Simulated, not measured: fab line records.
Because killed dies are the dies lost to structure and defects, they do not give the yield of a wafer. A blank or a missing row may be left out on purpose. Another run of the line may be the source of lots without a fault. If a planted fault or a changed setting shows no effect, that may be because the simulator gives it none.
fab line records	flow n5-finfet
[record] lots = 11	wafers = 33	last-day = 18
route steps=1938 shown HKMG_FIN@452 GATE_CUT@465
lots that met no fault: taken from a fault-free run of the same line
start-h: start of the lot's first displayed wafer, in hours after the record's first day	wait-h: hours from the lot's prior step to this one	" as in the row above	L1.1+2: one row covering several wafers at once	- no value present, or no start provided	* or withheld: withheld	< > ~ a bound
route shown NAME@n: names a module that has steps shown in the file, with the first one's number in the route	usual: mean and standard deviation over wafers with no fault	same: alike in all rows	chamber/n: place in a boat	sites: per-site readings	_std_site: the standard deviation of these	_edge_site: outer sites' mean less inner sites'	radius-mm: how far each site lies from the wafer's centre	mask NAME#n: copy n	behind: the tool/chamber that last shaped the wafer	hold: cause of the lot's hold/its duration in hours/its outcome	device: whichever transistor did not switch (one of n, p or np)	end of line: the same wafers' tests at the end of the route	where a step has no rows: the recipe by itself	killed: not the wafer's yield, but the dies lost to structure and defects at the first sort	map: the dies of a wafer, with x for killed, . for not killed, _ for no die there
set.NAME: setting as actually run; set.NAME@STEP: the setting as run at that earlier step	model.NAME: the simulator's own value behind a step, which no gauge read
the route's steps for a sample of lots (tables are steps, rows are wafers)
services: the hour from which a tool's chamber was out of use, counted from the record's first day as start-h (under 0 if before that day), plus the number of hours and why
[[steps]]
[step N5_HKMG_FIN_STRIP_90]
[recipe] chemistry = N2/H2	material = SOC	time-s = 20	power-w = 500	temp-c = 40	pressure-mtorr = 50	rf-frequency-hz = 6e+07	bias-power-w = 8	h2-frac = 0.5	n2-flow-sccm = 300	h2-flow-sccm = 300
[usual] drypump-motor-current-A = 5.7/0.44	oes-product-au = 0.77/0.085	rf-vpp-V = 54.2/0.78	showerhead-plenum-p-Torr = 3.36/0.12	throttle-valve-pct = 19.0/0.4
lot.wafer	tool	chamber	start-h	wait-h	drypump-motor-current-A	oes-product-au	rf-hours-counter-h	rf-vpp-V	showerhead-plenum-p-Torr	throttle-valve-pct
L834.3	rie-diel-02	2	77.19	0.0	5.3	0.72	193	54.1	3.50	19.8
L834.4	"	3	"	"	5.6	0.78	137	53.4	3.36	19.1
L834.5	"	3	"	"	5.7	0.78	-	53.6	3.36	19.1
L835.2	rie-diel-02	2	86.79	0.0	5.2	0.72	198	55.7	3.50	19.8
L835.5	"	3	"	"	5.6	0.78	-	54.1	3.36	19.1
L835.6	"	1	"	"	6.2	0.73	-	53.6	3.48	19.1
L836.1	rie-diel-02	1	99.17	0.0	6.3	0.72	188	55.4	3.48	19.1
L836.4	"	0	"	"	5.3	0.72	177	54.9	3.19	18.6
L836.6	"	2	"	"	5.2	0.72	-	54.6	3.50	19.8
L837.3	rie-diel-03	3	109.00	0.0	5.7	0.72	232	53.5	3.17	19.2
L837.5	"	3	"	"	5.7	0.72	-	53.4	3.17	19.2
L837.6	"	2	"	"	5.4	0.83	-	55.9	3.38	18.6
L839.3	rie-diel-04	0	111.67	0.0	6.7	0.67	231	54.8	3.20	19.3
L839.4	"	1	"	"	6.3	0.70	228	54.7	3.31	18.7
L839.6	"	3	"	"	6.4	0.93	-	53.6	3.43	18.8
L840.3	rie-diel-03	3	119.30	0.0	5.7	0.72	236	54.5	3.17	19.2
L840.4	"	1	"	"	5.3	0.87	47	54.6	3.42	18.5
L840.5	"	1	"	"	5.3	0.87	-	54.1	3.42	18.5
L841.1	rie-diel-02	1	123.21	0.0	6.3	0.71	198	55.0	3.48	19.1
L841.5	"	2	"	"	5.2	0.72	-	55.5	3.49	19.8
L841.6	"	1	"	"	6.3	0.71	-	55.5	3.48	19.2
L848.1	rie-diel-03	1	169.92	0.0	5.3	0.84	70	55.8	3.41	18.6
L848.3	"	0	"	"	5.6	0.75	190	53.4	3.36	19.6
L848.4	"	2	"	"	5.4	0.80	-	53.6	3.36	18.7
L855.1	rie-diel-04	3	205.11	0.0	6.4	0.86	48	55.5	3.41	18.9
L855.3	"	0	"	"	6.7	0.90	10	54.0	3.59	18.9
L855.4	"	2	"	"	5.6	0.70	240	53.2	3.19	18.9
L857.1	rie-diel-03	3	213.99	0.0	5.7	0.96	9	55.0	3.56	18.8
L857.3	"	0	"	"	5.6	0.73	205	53.2	3.35	19.7
L857.5	"	3	"	"	5.7	0.96	-	54.0	3.56	18.8
L856.1	rie-diel-03	3	216.21	0.0	5.7	0.96	10	54.9	3.56	18.8
L856.3	"	1	"	"	5.3	0.82	88	54.3	3.40	18.6
L856.5	"	3	"	"	5.7	0.96	-	54.5	3.56	18.8
[step N5_GATE_CUT_ETCHBACK_00]
[recipe] chemistry = SF6/Cl2	target = W	pressure-mtorr = 8	icp-w = 900	bias-w = 80	SF6_flow_sccm = 40	Cl2_flow_sccm = 60
[usual] drypump-motor-current-A = 5.9/0.43	mfc-cl2-sccm = 59.98/0.19	oes-product-au = 0.74/0.11	throttle-valve-pct = 27.6/0.3
lot.wafer	tool	chamber	start-h	wait-h	drypump-motor-current-A	mfc-cl2-sccm	oes-product-au	rf-hours-counter-h	throttle-valve-pct
L834.3	rie-metal-03	1	79.19	0.1	5.5	59.37	0.81	-	28.1
L834.4	"	0	"	"	5.5	60.30	0.68	-	27.7
L834.5	"	1	"	"	5.5	59.77	0.81	-	28.1
L835.2	rie-metal-03	0	88.75	0.0	5.5	60.04	0.68	96	27.7
L835.5	"	0	"	"	5.5	59.67	0.69	-	27.7
L835.6	"	1	"	"	5.5	60.05	0.81	-	28.1
L836.1	rie-metal-02	1	101.25	0.0	6.4	60.11	0.65	99	27.3
L836.4	"	1	"	"	6.4	59.81	0.65	-	27.3
L836.6	"	1	"	"	6.4	59.79	0.65	-	27.3
L837.3	rie-metal-02	1	111.01	0.1	6.4	60.05	0.65	-	27.3
L837.5	"	0	"	"	6.3	60.23	0.97	-	27.6
L837.6	"	1	"	"	6.4	60.21	0.64	-	27.3
L839.3	rie-metal-02	0	113.68	0.1	6.4	59.71	0.97	-	27.6
L839.4	"	1	"	"	6.4	60.01	0.65	-	27.3
L839.6	"	1	"	"	6.4	59.66	0.65	-	27.3
L840.3	rie-metal-02	0	121.30	0.1	6.4	59.76	0.95	-	27.6
L840.4	"	1	"	"	6.4	59.72	0.64	-	27.3
L840.5	"	1	"	"	6.4	59.71	0.64	-	27.3
L841.1	rie-metal-02	0	125.18	0.0	6.3	60.43	0.94	2	27.6
L841.5	"	1	"	"	6.4	60.11	0.64	-	27.3
L841.6	"	0	"	"	6.3	60.14	0.95	-	27.6
L848.1	rie-metal-02	0	171.97	0.0	6.3	59.88	0.90	7	27.6
L848.3	"	0	"	"	6.3	60.13	0.90	-	27.6
L848.4	"	1	"	"	6.4	60.12	0.63	-	27.3
L855.1	rie-metal-03	1	207.07	0.0	5.5	60.00	0.76	56	28.1
L855.3	"	1	"	"	5.5	60.09	0.77	-	28.1
L855.4	"	0	"	"	5.5	60.25	0.66	-	27.7
L857.1	rie-metal-01	1	215.95	0.0	5.4	59.97	0.71	76	27.2
L857.3	"	1	"	"	5.4	59.78	0.71	-	27.2
L857.5	"	0	"	"	5.6	59.68	0.61	-	27.7
L856.1	rie-metal-03	0	218.17	0.0	5.6	60.02	0.66	110	27.7
L856.3	"	1	"	"	5.5	60.02	0.76	-	28.1
L856.5	"	1	"	"	5.5	59.97	0.76	-	28.1
[step N5_GATE_CUT_ETCH_56]
[recipe] chemistry = Cl2/Ar	target = TiN	target-depth-a = 216	pressure-mtorr = 10	icp-w = 600	bias-w = 60	Cl2_flow_sccm = 40	Ar_flow_sccm = 60
[usual] drypump-motor-current-A = 5.9/0.43	mfc-cl2-sccm = 39.99/0.14	oes-product-au = 0.74/0.11	throttle-valve-pct = 20.89/0.19
lot.wafer	tool	chamber	start-h	wait-h	drypump-motor-current-A	mfc-cl2-sccm	oes-product-au	rf-hours-counter-h	throttle-valve-pct
L834.3	rie-metal-03	1	79.30	0.1	5.5	39.67	0.79	-	21.20
L834.4	"	0	"	"	5.6	39.99	0.71	-	20.91
L834.5	"	1	"	"	5.5	39.87	0.80	-	21.22
L835.2	rie-metal-03	0	88.87	0.1	5.6	40.04	0.71	96	20.88
L835.5	"	0	"	"	5.6	40.02	0.70	-	20.88
L835.6	"	1	"	"	5.5	40.07	0.79	-	21.21
L836.1	rie-metal-02	1	101.49	0.2	6.4	40.01	0.64	99	20.67
L836.4	"	1	"	"	6.4	40.19	0.64	-	20.67
L836.6	"	1	"	"	6.4	39.96	0.64	-	20.68
L837.3	rie-metal-02	1	111.12	0.1	6.4	40.11	0.64	-	20.70
L837.5	"	0	"	"	6.3	39.95	0.98	-	20.86
L837.6	"	1	"	"	6.4	39.89	0.64	-	20.67
L839.3	rie-metal-02	0	113.79	0.1	6.4	40.20	0.97	-	20.85
L839.4	"	1	"	"	6.4	39.98	0.64	-	20.68
L839.6	"	1	"	"	6.4	40.17	0.63	-	20.70
L840.3	rie-metal-02	0	121.41	0.1	6.4	39.80	0.94	-	20.85
L840.4	"	1	"	"	6.4	39.91	0.64	-	20.70
L840.5	"	1	"	"	6.4	40.11	0.64	-	20.68
L841.1	rie-metal-02	0	125.30	0.1	6.3	39.88	0.94	2	20.84
L841.5	"	1	"	"	6.4	39.86	0.63	-	20.69
L841.6	"	0	"	"	6.3	40.07	0.93	-	20.86
L848.1	rie-metal-02	0	172.09	0.1	6.3	39.97	0.89	7	20.87
L848.3	"	0	"	"	6.4	39.98	1.21	-	20.51
L848.4	"	1	"	"	6.4	40.18	0.62	-	20.69
L855.1	rie-metal-03	1	207.19	0.1	5.5	39.95	0.75	56	21.25
L855.3	"	1	"	"	5.5	40.00	0.75	-	21.24
L855.4	"	0	"	"	5.5	39.68	0.68	-	20.94
L857.1	rie-metal-01	1	216.07	0.1	5.4	40.09	0.70	76	20.73
L857.3	"	1	"	"	5.4	39.74	0.70	-	20.71
L857.5	"	0	"	"	5.5	40.05	0.60	-	21.00
L856.1	rie-metal-03	0	218.29	0.1	5.5	39.83	0.68	110	20.91
L856.3	"	1	"	"	5.5	40.02	0.75	-	21.26
L856.5	"	1	"	"	5.5	40.21	0.76	-	21.26
[step N5_GATE_CUT_PECVD_57]
[recipe] material = SiNx	target-thk-a = 210	temp-c = 400	precursor = SiH4/NH3/N2	pressure-torr = 1.5	rf-w = 300
[usual] heater-power-w = 773/90	showerhead-plenum-p-Torr = 5.17/0.062	throttle-valve-pct = 38.6/1.7
lot.wafer	tool	chamber	start-h	wait-h	heater-power-w	showerhead-plenum-p-Torr	throttle-valve-pct
L834.3	pecvd-02	0	81.96	1.1	630	5.13	38.7
L834.4	"	2	"	"	831	5.15	37.5
L834.5	"	1	"	"	811	5.15	37.8
L835.2	pecvd-02	1	92.29	1.1	798	5.16	38.0
L835.5	"	2	"	"	904	5.14	37.4
L835.6	"	1	"	"	801	5.16	37.3
L836.1	pecvd-02	1	106.13	1.1	781	5.15	37.8
L836.4	"	0	"	"	687	5.13	38.4
L836.6	"	1	"	"	782	5.15	37.8
L837.3	pecvd-02	0	113.87	1.1	633	5.12	38.8
L837.5	"	2	"	"	899	5.15	38.0
L837.6	"	0	"	"	636	5.12	38.5
L839.3	pecvd-03	0	116.89	1.1	771	5.11	38.3
L839.4	"	2	"	"	681	5.26	39.9
L839.6	"	0	"	"	795	5.11	38.0
L840.3	pecvd-02	0	124.07	1.1	721	5.13	38.5
L840.4	"	1	"	"	748	5.17	37.7
L840.5	"	0	"	"	734	5.13	38.8
L841.1	pecvd-01	1	127.98	1.1	780	5.18	39.5
L841.5	"	0	"	"	830	5.24	38.3
L841.6	"	1	"	"	790	5.18	39.4
L848.1	pecvd-03	1	174.82	1.1	725	5.09	42.2
L848.3	"	0	"	"	804	5.11	38.1
L848.4	"	2	"	"	686	5.26	40.3
L855.1	pecvd-02	2	210.09	1.1	881	5.15	38.4
L855.3	"	1	"	"	749	5.17	37.8
L855.4	"	1	"	"	740	5.17	37.6
L857.1	pecvd-03	0	218.90	1.1	789	5.11	38.0
L857.3	"	1	"	"	617	5.09	42.7
L857.5	"	1	"	"	632	5.07	42.6
L856.1	pecvd-01	2	221.24	1.1	689	5.30	35.7
L856.3	"	1	"	"	885	5.16	39.8
L856.5	"	2	"	"	689	5.29	35.5
[[services]]
tool	chamber	start-h	hours	kind
rie-diel-03	0	64.56	13.4	repair
rie-diel-02	0	79.64	8.6	repair
rie-diel-02	1	79.64	3.7	repair
pecvd-01	-	80.04	28.1	pm
rie-metal-02	0	83.84	-	clean
rie-metal-02	0	83.84	23.6	scheduled-down
rie-metal-02	0	83.84	23.6	vent-cycle
pecvd-03	-	95.85	2.8	pm
pecvd-03	-	112.02	2.0	repair
pecvd-02	1	113.56	5.0	scheduled-down
pecvd-01	-	139.51	14.6	pm
rie-diel-02	-	145.40	4.3	pm
rie-diel-03	3	158.12	-	clean
rie-diel-03	3	158.12	-	consumable-replace:focus-ring
rie-diel-03	3	158.12	-	consumable-replace:showerhead
rie-diel-03	3	158.12	16.4	scheduled-down
rie-diel-03	3	158.12	16.4	vent-cycle
rie-diel-02	-	163.03	3.2	repair
rie-metal-01	-	171.73	28.1	pm
pecvd-02	0	181.80	2.1	scheduled-down
pecvd-03	0	186.08	5.0	scheduled-down
rie-diel-03	3	189.80	9.6	repair
pecvd-02	1	197.56	2.1	scheduled-down
rie-diel-03	-	219.02	2.8	pm
[[key]]
[first-sign] step = N5_GATE_CUT_ETCH_56	reading = oes-product-au	direction = up	sigmas = 4.2	usual = 0.74	struck = 1.21
effect none on later readings
met-at N5_GATE_CUT_ETCH_56
struck-lots L848
struck-wafers L848.3
tester-left-out L848
not-acting-at N5_HKMG_FIN_STRIP_90,N5_GATE_CUT_ETCHBACK_00,N5_GATE_CUT_PECVD_57
onset-between 125.30 172.09
[fault] kind = process-parameter-drift	tool = rie-metal-02	chamber = -	onset-h = 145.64	steps = N5_GATE_CUT_ETCH_56	channel = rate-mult	offset = 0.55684	shape = step	end-h = 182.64	scope = struck-wafers-only
// tester-left-out: of these lots the tester's yield and bins aren't shown, on N5 and GAA mostly nor the transistor test; their killed dies are dies lost to structure and defects alone, not to doping, threshold or leakage, so they don't give the yield
